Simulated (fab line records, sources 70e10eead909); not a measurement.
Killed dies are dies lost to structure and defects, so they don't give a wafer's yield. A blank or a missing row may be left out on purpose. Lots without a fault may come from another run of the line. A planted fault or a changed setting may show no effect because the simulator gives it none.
Chamber matching | flow nand_harc | NHARC_P_M1_DESCUM_14 on rie_diel-10: 4 sister chambers
The step chemistry O2, time 3 s. 8 wafers are shown with their chamber, then 7 later ones without.

WAFERS WITH THEIR CHAMBER
wafer  | chamber | rf_vpp_V (V) | throttle_valve_pct (%)
L087.6 | 2       | 56.9         | 11.307
L089.2 | 2       | 56.5         | 11.300
L089.4 | 3       | 57.9         | 11.314
L092.1 | 1       | 54.7         | 11.296
L092.3 | 0       | 57.4         | 11.306
L092.5 | 3       | 56.3         | 11.312
L091.1 | 1       | 57.8         | 11.307
L091.2 | 0       | 59.4         | 11.308

WAFERS WITHOUT THEIR CHAMBER
wafer  | rf_vpp_V (V) | throttle_valve_pct (%)
L091.5 | 56.4         | 11.309
L094.1 | 59.6         | 11.304
L094.5 | 57.5         | 11.306
L094.6 | 57.1         | 11.321
L095.1 | 57.1         | 11.313
L095.4 | 56.9         | 11.321
L095.5 | 57.6         | 11.308

WHICH CHAMBER EACH WENT THROUGH
wafer  | from the rows above               | in truth
L091.5 | can't be placed: 3 or 2 or 0 or 1 | 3
L094.1 | can't be placed: 0 or 2 or 1 or 3 | 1
L094.5 | can't be placed: 0 or 2 or 1 or 3 | 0
L094.6 | can't be placed: 3 or 0           | 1
L095.1 | can't be placed: 3 or 0           | 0
L095.4 | can't be placed: 3 or 0           | 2
L095.5 | can't be placed: 0 or 3 or 2 or 1 | 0
Placed correctly: 0 of 7. Can't be placed from these rows: 7 (the true chamber is among the candidates in 5). Placed wrongly: 0.
How it was worked out, from the rows above alone: a wafer's distance from a chamber is the root of the sum, over the readings, of the square of ((its reading less the chamber's mean) divided by the reading's scatter). The wafer belongs to the nearest chamber; if the next one is less than 2 further off, it can't be placed. A chamber's mean is the mean of its shown wafers. The scatter: the root of (the sum of the squares of (reading less its chamber's mean) over the shown wafers, divided by (wafers less chambers)).
